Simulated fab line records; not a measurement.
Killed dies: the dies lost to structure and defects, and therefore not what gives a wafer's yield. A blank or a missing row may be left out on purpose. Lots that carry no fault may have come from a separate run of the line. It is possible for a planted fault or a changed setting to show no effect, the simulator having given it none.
Lot-split experiment    flow n5 finfet    21 wafers read across 7 lots, on a route 1938 steps long

== SPLIT DETAILS ==
At N5_FIN_CUT_CUT_ETCH_26 (etches SiNx in CH3F/O2, target depth 39 nm, time 55.7 s), the setting source w was moved away from the recipe's 395 W on 10 of the 21 wafers read, by -17.1% to +17.4%. All remaining wafers had this setting at the recipe value.

The reading comes from the split's own step.

== THE READING ==
rf vpp V, in V, at N5_FIN_CUT_CUT_ETCH_26 (etches SiNx in CH3F/O2, target depth 39 nm, time 55.7 s). Fault-free wafers of this fab line usually give 298.1 V, standard deviation 2.9 V.

wafer   tool, chamber at the split  source w as run, W  against the recipe  rf vpp V, V  against lot-mates on the recipe
L074.2  rie diel-03, 3              395                 recipe              299.3        -
L074.3  rie diel-03, 2              395                 recipe              302.0        -
L074.5  rie diel-03, 3              395                 recipe              300.6        -
L081.3  rie diel-03, 0              463.6               +17.4%              275.3        -21.8
L081.4  rie diel-03, 0              395                 recipe              297.1        -
L081.5  rie diel-03, 2              463.6               +17.4%              281.4        -15.7
L084.1  rie diel-01, 3              395                 recipe              294.2        -
L084.4  rie diel-01, 2              395                 recipe              295.7        -
L084.6  rie diel-01, 3              327.5               -17.1%              321.7        +26.8
L088.2  rie diel-03, 1              395                 recipe              294.4        -
L088.5  rie diel-03, 2              395                 recipe              303.5        -
L088.6  rie diel-03, 1              395                 recipe              292.8        -
L089.2  rie diel-06, 3              350                 -11.4%              316.1        no lot-mate on the recipe
L089.5  rie diel-06, 0              350                 -11.4%              318.1        no lot-mate on the recipe
L089.6  rie diel-06, 1              350                 -11.4%              314.2        no lot-mate on the recipe
L092.1  rie diel-03, 3              420.7               +6.5%               292.6        no lot-mate on the recipe
L092.3  rie diel-03, 2              420.7               +6.5%               293.6        no lot-mate on the recipe
L092.4  rie diel-03, 0              420.7               +6.5%               288.1        no lot-mate on the recipe
L093.1  rie diel-03, 1              334.7               -15.3%              316.6        +15.6
L093.5  rie diel-03, 2              395                 recipe              302.1        -
L093.6  rie diel-03, 3              395                 recipe              299.9        -

FIT RESULTS
A straight line over all 21 wafers: rf vpp V changes by -1.28 V for each +1% of source w; r = -0.96; the points scatter about the line by 3.3 V.
The same after taking each lot's own level away (the mean of its wafers on the recipe; 15 wafers): -1.19 V for each +1%; r = -0.96; scatter 3.3 V.
According to that fit, moving source w by its largest amount changes the reading by 21 V.
Measured against the standard deviation above, the lots' own levels, which go from 294.95 to 301.00 V, span 2.1 times it.
The two slopes agree, so the slope changes little with the lot-to-lot level.
Check: -19.5 V against its lot-mates is what the line predicts for one of the wafers moved furthest among these (+17.4%) when that wafer is left out of the fit. Against them it came out at -21.8 V.
Tool readings at the split's step, against how far the setting was moved: rf vpp V r = -0.96.

== THESE WAFERS: OTHER SPLITS ==
Note: prior to the reading, these wafers also went through further splits. Each is held against what the fit with the lots' levels taken away leaves over:
other split on the same wafers  wafers away from the commonest value  r with rf vpp V (lot level and that fit taken away)
N5_ZERO_LAYER_PECVD_02 time s   7                                     +0.34
N5_ZERO_LAYER_COAT_05 spin rpm  6                                     +0.04
N5_WELL_APT_PEB_23 peb time s   5                                     -0.47
N5_WELL_APT_DESCUM_30 time s    8                                     +0.23
N5_FIN_SAQP_HM_DEP_03 time s    6                                     +0.50
N5_FIN_SAQP_PECVD_48 time s     8                                     +0.14

== THE WHOLE CHAIN: every reading that the file lists as answering this split, in the file's order ==
step                    what it does                                             reading                                                                         change (the file's fit)                 r (the file's)
N5_FIN_CUT_CUT_ETCH_26  etches SiNx in CH3F/O2, target depth 39 nm, time 55.7 s  rf vpp V                                                                        -1.24 V for each +1% of the setting     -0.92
N5_FIN_CUT_CUT_ETCH_26  etches SiNx in CH3F/O2, target depth 39 nm, time 55.7 s  etch.depth nm (the simulator's own value, which no gauge read)                  +0.15 nm for each +1% of the setting    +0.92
N5_FIN_CUT_CUT_ETCH_26  etches SiNx in CH3F/O2, target depth 39 nm, time 55.7 s  SOC_of_FIN_CUT_COAT_18.thk nm (the simulator's own value, which no gauge read)  -0.0951 nm for each +1% of the setting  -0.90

== THE FILE'S OWN FIT ==
rf vpp V changes by -1.24 V for each +1% of source w, r = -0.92.
